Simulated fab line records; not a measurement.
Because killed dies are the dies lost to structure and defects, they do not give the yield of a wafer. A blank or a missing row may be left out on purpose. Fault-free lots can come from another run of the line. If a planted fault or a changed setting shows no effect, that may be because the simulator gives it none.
Chamber matching / flow n5Finfet / N5_BEOL_M4_ETCH_70 on rieDiel-02: 4 sister chambers
The step etches SOC in N2/H2, target depth 80 nm, overetch 24 nm, time 130 s. 4 wafers are shown with their chamber, then 8 later ones without.

EACH WAFER AND ITS CHAMBER
wafer=L083.5; chamber=2; drypumpMotorCurrentA (A)=5.9
wafer=L089.1; chamber=3; drypumpMotorCurrentA (A)=5.7
wafer=L089.4; chamber=0; drypumpMotorCurrentA (A)=5.3
wafer=L087.3; chamber=1; drypumpMotorCurrentA (A)=5.7

WAFERS WITHOUT THEIR CHAMBER
wafer=L087.5; drypumpMotorCurrentA (A)=5.6
wafer=L087.6; drypumpMotorCurrentA (A)=5.7
wafer=L093.1; drypumpMotorCurrentA (A)=5.3
wafer=L093.4; drypumpMotorCurrentA (A)=5.9
wafer=L093.5; drypumpMotorCurrentA (A)=5.7
wafer=L094.1; drypumpMotorCurrentA (A)=5.3
wafer=L094.5; drypumpMotorCurrentA (A)=5.7
wafer=L094.6; drypumpMotorCurrentA (A)=5.9

WHICH CHAMBER EACH WENT THROUGH
wafer=L087.5; from the rows above=can't be placed: 1 or 3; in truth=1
wafer=L087.6; from the rows above=can't be placed: 1 or 3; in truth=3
wafer=L093.1; from the rows above=0; in truth=0
wafer=L093.4; from the rows above=2; in truth=2
wafer=L093.5; from the rows above=can't be placed: 1 or 3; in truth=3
wafer=L094.1; from the rows above=0; in truth=0
wafer=L094.5; from the rows above=can't be placed: 1 or 3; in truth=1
wafer=L094.6; from the rows above=2; in truth=2
Correctly placed: 4 of 8. Not placeable from these rows: 4 (in 4, the candidates include the true chamber). Wrongly placed: 0.
How it was worked out, from the rows above alone: a wafer's distance from a chamber is the root of the sum, over the readings, of the square of ((its reading less the chamber's mean) divided by the reading's scatter). If the next closest chamber is less than 2 further off than the closest, the wafer can't be placed; otherwise it belongs to the closest. A chamber's mean is the mean of its shown wafers. The scatter: with one shown wafer a chamber, the root of the mean of the squares of how far each hidden wafer lies from its nearest shown one.
